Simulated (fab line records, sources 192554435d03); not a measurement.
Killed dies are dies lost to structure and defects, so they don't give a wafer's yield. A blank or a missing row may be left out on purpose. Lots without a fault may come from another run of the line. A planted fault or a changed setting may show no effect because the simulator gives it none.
A sampling plan put to the test | flow n5_finfet | one fab line, 42 faults that these records tell of, each judged on the records of the lots that it struck
The plan is the line's own looks: the steps of the route at which a gauge or an inspection reads the wafer and doesn't change it. A look can be judged if struck wafers have a number there and the file gives its usual mean and standard deviation on fault-free wafers. Caught: at a look after the fault's first step, the mean of the struck wafers lies 4 or more of those standard deviations (sigma) from the usual mean. On the tool: the same test on the tool's own readings at the fault's steps. Another recipe on the struck wafers, or a record that is blank for them alone, also counts as caught.

THE FAULTS, as the simulator had put them in
1. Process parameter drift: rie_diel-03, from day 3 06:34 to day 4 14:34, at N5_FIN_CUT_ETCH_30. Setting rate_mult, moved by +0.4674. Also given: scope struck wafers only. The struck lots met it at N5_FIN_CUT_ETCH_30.
2. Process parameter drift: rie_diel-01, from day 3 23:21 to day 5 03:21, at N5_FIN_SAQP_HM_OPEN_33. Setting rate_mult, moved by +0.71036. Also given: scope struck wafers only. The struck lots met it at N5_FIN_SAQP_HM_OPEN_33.
3. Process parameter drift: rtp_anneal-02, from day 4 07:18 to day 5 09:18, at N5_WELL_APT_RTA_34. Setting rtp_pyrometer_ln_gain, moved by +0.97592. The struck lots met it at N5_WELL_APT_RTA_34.
4. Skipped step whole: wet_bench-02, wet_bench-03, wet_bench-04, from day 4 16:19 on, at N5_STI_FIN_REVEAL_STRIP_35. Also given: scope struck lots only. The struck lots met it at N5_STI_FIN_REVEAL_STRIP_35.
5. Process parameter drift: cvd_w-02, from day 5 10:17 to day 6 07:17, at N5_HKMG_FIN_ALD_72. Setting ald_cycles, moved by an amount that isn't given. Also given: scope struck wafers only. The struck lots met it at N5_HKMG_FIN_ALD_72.
6. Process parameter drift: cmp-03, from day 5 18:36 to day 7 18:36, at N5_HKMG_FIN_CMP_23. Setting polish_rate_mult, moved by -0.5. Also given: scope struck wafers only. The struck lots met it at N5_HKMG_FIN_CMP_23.
7. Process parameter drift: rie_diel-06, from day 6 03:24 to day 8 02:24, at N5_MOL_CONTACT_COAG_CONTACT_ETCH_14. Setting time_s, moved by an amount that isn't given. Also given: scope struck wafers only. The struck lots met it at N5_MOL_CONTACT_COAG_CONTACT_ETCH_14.
8. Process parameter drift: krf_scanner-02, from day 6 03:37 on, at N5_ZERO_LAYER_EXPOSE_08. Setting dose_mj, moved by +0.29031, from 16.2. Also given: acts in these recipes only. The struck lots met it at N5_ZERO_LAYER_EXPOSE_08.
9. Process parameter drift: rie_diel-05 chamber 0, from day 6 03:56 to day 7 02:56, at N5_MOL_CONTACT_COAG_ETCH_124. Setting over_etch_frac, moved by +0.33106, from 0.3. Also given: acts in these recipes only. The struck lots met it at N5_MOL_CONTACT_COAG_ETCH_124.
10. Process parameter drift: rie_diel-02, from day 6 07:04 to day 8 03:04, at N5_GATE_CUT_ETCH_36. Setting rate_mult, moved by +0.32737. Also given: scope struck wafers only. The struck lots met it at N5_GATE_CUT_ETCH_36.
11. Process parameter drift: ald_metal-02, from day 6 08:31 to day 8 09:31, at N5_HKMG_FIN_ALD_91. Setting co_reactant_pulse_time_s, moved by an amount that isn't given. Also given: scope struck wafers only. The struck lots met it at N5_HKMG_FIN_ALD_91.
12. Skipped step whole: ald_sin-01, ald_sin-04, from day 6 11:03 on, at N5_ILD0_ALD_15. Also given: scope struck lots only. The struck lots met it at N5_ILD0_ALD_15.
13. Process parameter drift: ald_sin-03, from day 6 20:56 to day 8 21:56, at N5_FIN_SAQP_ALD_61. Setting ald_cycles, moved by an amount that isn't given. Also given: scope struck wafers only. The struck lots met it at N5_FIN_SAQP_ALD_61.
14. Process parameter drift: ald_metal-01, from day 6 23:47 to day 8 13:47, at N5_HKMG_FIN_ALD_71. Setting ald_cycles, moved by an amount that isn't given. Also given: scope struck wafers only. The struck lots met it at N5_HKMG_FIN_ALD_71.
15. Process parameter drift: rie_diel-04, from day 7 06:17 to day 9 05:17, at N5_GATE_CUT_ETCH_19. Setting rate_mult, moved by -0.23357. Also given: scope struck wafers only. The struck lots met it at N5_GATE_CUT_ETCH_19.
16. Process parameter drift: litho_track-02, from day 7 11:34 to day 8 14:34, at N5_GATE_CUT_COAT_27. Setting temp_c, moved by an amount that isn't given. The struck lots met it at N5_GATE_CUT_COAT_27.
17. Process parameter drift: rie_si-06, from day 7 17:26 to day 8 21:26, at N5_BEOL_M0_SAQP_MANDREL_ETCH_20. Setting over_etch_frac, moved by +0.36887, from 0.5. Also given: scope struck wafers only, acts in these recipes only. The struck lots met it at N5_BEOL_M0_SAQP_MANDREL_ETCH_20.
18. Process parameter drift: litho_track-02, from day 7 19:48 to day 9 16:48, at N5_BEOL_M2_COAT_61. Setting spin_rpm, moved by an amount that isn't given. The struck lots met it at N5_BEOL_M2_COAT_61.
19. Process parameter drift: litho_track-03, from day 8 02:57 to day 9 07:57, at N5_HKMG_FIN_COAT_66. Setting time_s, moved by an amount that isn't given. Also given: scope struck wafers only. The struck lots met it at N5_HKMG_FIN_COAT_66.
20. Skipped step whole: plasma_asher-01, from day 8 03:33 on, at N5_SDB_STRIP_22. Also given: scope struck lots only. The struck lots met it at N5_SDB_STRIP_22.
21. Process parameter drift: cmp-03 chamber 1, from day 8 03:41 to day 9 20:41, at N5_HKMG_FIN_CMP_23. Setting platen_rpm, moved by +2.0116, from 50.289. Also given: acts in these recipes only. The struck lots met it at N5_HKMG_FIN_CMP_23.
22. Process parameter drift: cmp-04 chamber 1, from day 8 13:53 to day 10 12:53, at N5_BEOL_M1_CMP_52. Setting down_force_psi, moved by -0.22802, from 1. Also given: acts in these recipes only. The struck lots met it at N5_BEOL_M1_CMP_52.
23. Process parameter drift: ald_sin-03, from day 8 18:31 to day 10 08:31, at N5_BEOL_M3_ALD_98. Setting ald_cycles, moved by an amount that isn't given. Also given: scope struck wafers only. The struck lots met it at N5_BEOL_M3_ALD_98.
24. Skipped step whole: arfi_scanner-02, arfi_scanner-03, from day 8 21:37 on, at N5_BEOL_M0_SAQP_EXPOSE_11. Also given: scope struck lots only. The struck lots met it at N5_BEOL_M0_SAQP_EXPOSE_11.
25. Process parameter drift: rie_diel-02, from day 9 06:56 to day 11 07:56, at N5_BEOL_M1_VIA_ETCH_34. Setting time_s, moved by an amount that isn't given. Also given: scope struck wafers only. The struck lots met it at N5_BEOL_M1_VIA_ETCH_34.
26. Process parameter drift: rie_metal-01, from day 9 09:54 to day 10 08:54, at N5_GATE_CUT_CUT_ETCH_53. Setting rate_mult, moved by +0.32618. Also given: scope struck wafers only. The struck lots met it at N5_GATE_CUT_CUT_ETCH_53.
27. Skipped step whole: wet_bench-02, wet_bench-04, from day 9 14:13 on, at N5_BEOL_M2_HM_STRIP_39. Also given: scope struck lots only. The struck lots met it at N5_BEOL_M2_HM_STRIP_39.
28. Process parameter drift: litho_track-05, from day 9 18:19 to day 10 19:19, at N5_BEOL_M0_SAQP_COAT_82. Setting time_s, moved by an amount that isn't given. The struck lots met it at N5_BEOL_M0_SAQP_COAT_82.
29. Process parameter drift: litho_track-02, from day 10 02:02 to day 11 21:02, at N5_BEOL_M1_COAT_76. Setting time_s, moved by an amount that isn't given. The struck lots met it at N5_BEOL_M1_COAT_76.
30. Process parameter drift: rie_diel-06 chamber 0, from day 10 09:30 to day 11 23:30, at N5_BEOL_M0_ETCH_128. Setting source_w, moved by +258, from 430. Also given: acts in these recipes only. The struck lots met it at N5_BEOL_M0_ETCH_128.
31. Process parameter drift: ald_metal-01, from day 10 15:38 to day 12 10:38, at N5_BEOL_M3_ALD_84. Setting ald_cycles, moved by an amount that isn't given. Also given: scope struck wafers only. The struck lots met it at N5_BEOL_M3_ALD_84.
32. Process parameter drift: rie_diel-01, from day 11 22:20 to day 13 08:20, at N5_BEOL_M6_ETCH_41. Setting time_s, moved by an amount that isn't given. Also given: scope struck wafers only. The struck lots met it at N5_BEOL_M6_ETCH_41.
33. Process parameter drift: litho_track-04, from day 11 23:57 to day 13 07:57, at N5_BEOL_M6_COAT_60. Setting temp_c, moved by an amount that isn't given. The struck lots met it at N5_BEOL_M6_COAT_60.
34. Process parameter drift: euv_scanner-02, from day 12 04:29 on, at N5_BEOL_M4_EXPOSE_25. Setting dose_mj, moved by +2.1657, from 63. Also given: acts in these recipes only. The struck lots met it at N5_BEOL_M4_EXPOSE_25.
35. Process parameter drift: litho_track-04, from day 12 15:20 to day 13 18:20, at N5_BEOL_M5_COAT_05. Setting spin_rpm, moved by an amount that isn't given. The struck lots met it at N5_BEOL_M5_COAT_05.
36. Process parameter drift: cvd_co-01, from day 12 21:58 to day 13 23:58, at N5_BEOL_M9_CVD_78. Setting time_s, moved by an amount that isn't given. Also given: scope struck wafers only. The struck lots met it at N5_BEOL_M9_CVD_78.
37. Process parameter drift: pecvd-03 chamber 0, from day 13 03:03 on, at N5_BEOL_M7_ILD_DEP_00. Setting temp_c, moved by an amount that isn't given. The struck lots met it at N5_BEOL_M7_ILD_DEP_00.
38. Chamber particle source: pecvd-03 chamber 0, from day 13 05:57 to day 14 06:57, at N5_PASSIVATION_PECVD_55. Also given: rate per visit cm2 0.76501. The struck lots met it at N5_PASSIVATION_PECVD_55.
39. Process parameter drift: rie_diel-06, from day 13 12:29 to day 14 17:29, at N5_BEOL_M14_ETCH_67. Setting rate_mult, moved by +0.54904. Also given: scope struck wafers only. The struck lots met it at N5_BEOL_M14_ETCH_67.
40. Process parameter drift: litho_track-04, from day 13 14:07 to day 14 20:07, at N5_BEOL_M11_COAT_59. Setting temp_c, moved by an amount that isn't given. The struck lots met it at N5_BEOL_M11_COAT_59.
41. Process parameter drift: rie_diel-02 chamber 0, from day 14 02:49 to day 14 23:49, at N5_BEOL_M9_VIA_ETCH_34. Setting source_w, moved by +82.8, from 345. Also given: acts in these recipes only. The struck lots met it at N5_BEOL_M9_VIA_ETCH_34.
42. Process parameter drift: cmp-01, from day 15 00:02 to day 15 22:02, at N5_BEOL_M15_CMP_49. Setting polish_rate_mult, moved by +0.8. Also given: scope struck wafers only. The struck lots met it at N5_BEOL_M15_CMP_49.

WHAT THE PLAN SAW
fault | on the tool itself                                  | first look that catches it                      | reading, sigma                                    | median hours from its first step to that look | hours from the fault's start to the first struck lot there | judged looks passed uncaught
1     | etch_rf_on_time_s -17 sigma                         | not the one look that can be judged after it    | -                                                 | -                                             | -                                                          | 1
2     | etch_rf_on_time_s -20 sigma                         | not the one look that can be judged after it    | -                                                 | -                                             | -                                                          | 1
3     | lamp_zone_4_pct -99 or beyond sigma                 | N5_BEOL_M4_RC_MEAS_101                          | IOFF_N_LONG +11                                   | 152.7                                         | 148                                                        | 0
4     | the tool's record is blank for the struck wafers    | N5_STI_FIN_REVEAL_FIN_H_MEAS_10                 | trench_depth_nm -5.1                              | 0.3                                           | 4                                                          | 0
5     | only faintly: precursor_pulse_height_rel +2.3 sigma | not the one look that can be judged after it    | -                                                 | -                                             | -                                                          | 1
6     | overpolish_run_s -99 or beyond sigma                | not the one look that can be judged after it    | -                                                 | -                                             | -                                                          | 1
7     | run_length_s -7.0 sigma                             | none of the 2 looks that can be judged after it | -                                                 | -                                             | -                                                          | 2
8     | exposure_dose_mJ_cm2 +16 sigma                      | no look after it can be judged                  | -                                                 | -                                             | -                                                          | 0
9     | under 2 sigma                                       | not the one look that can be judged after it    | -                                                 | -                                             | -                                                          | 1
10    | etch_rf_on_time_s -14 sigma                         | not the one look that can be judged after it    | strongest: DIBL_P at N5_BEOL_M4_RC_MEAS_101, +3.0 | -                                             | -                                                          | 1
11    | under 2 sigma                                       | not the one look that can be judged after it    | -                                                 | -                                             | -                                                          | 1
12    | the tool's record is blank for the struck wafers    | no look after it can be judged                  | -                                                 | -                                             | -                                                          | 0
13    | under 2 sigma                                       | none of the 2 looks that can be judged after it | -                                                 | -                                             | -                                                          | 2
14    | under 2 sigma                                       | not the one look that can be judged after it    | -                                                 | -                                             | -                                                          | 1
15    | etch_rf_on_time_s +21 sigma                         | not the one look that can be judged after it    | -                                                 | -                                             | -                                                          | 1
16    | plate_temp_C +27 sigma                              | not the one look that can be judged after it    | -                                                 | -                                             | -                                                          | 1
17    | oes_product_au -7.5 sigma                           | not the one look that can be judged after it    | -                                                 | -                                             | -                                                          | 1
18    | spin_speed_rpm +38 sigma                            | not the one look that can be judged after it    | -                                                 | -                                             | -                                                          | 1
19    | run_length_s -15 sigma                              | not the one look that can be judged after it    | -                                                 | -                                             | -                                                          | 1
20    | the tool's record is blank for the struck wafers    | no look after it can be judged                  | -                                                 | -                                             | -                                                          | 0
21    | platen_rpm +52 sigma                                | not the one look that can be judged after it    | -                                                 | -                                             | -                                                          | 1
22    | head_pressure_psi -98 sigma                         | not the one look that can be judged after it    | -                                                 | -                                             | -                                                          | 1
23    | under 2 sigma                                       | not the one look that can be judged after it    | -                                                 | -                                             | -                                                          | 1
24    | no reading that can be judged                       | no look after it can be judged                  | -                                                 | -                                             | -                                                          | 0
25    | run_length_s +13 sigma                              | not the one look that can be judged after it    | -                                                 | -                                             | -                                                          | 1
26    | etch_rf_on_time_s -12 sigma                         | not the one look that can be judged after it    | -                                                 | -                                             | -                                                          | 1
27    | the tool's record is blank for the struck wafers    | not the one look that can be judged after it    | -                                                 | -                                             | -                                                          | 1
28    | run_length_s +37 sigma                              | not the one look that can be judged after it    | -                                                 | -                                             | -                                                          | 1
29    | heater_power_total_W +99 or beyond sigma            | not the one look that can be judged after it    | -                                                 | -                                             | -                                                          | 1
30    | rf_fwd_power_W +99 or beyond sigma                  | not the one look that can be judged after it    | -                                                 | -                                             | -                                                          | 1
31    | under 2 sigma                                       | not the one look that can be judged after it    | -                                                 | -                                             | -                                                          | 1
32    | run_length_s -27 sigma                              | not the one look that can be judged after it    | -                                                 | -                                             | -                                                          | 1
33    | plate_temp_C +68 sigma                              | no look after it can be judged                  | -                                                 | -                                             | -                                                          | 0
34    | exposure_dose_mJ_cm2 +23 sigma                      | not the one look that can be judged after it    | -                                                 | -                                             | -                                                          | 1
35    | spin_speed_rpm -99 or beyond sigma                  | no look after it can be judged                  | -                                                 | -                                             | -                                                          | 0
36    | run_length_s -57 sigma                              | not the one look that can be judged after it    | -                                                 | -                                             | -                                                          | 1
37    | susceptor_temp_C +52 sigma                          | N5_BEOL_M7_THK_MEAS_01                          | M7_ILD_THK -4.6                                   | 0.6                                           | 7                                                          | 0
38    | under 2 sigma                                       | not the one look that can be judged after it    | -                                                 | -                                             | -                                                          | 1
39    | etch_rf_on_time_s -25 sigma                         | no look after it can be judged                  | -                                                 | -                                             | -                                                          | 0
40    | plate_temp_C +37 sigma                              | no look after it can be judged                  | -                                                 | -                                             | -                                                          | 0
41    | rf_fwd_power_W +69 sigma                            | no look after it can be judged                  | -                                                 | -                                             | -                                                          | 0
42    | barrier_field_endpoint_s -20 sigma                  | no look after it can be judged                  | -                                                 | -                                             | -                                                          | 0
A dash: the fault isn't caught, or these records don't give the number.

Caught at a look: 3 of 42. Caught on the tool: 33 of 42. By one or the other: 33 of 42.
Caught on the tool alone: faults 1, 2, 6, 7, 8, 10, 12, 15, 16, 17, 18, 19, 20, 21, 22, 25, 26, 27, 28, 29, 30, 32, 33, 34, 35, 36, 39, 40, 41, 42.
Caught by neither: faults 5, 9, 11, 13, 14, 23, 24, 31, 38.

THINNER SAMPLING
If the look that catches a fault measured only every second or every third lot, by lot number, the first struck lot would be measured this late in the worst case:
fault | struck lots at that look, in order of time | every lot | every second lot | every third lot
3     | L257, L258                                 | 148 h     | 169 h            | may miss all 2
4     | L962, L963, L964                           | 4 h       | 13 h             | 15 h
37    | L345, L346, L348                           | 7 h       | 12 h             | may miss all 3
Hours are from the fault's start to the first struck lot that is measured. The limit of 4 sigma was tested on all struck wafers together, so one lot alone may lie under it. Other struck lots may not be in these records.

THE LONGEST TIMED WAY FROM STEP TO LOOK
Fault 3: a median of 152.7 hours passes between N5_WELL_APT_RTA_34 and N5_BEOL_M4_RC_MEAS_101. No look between them can be judged.
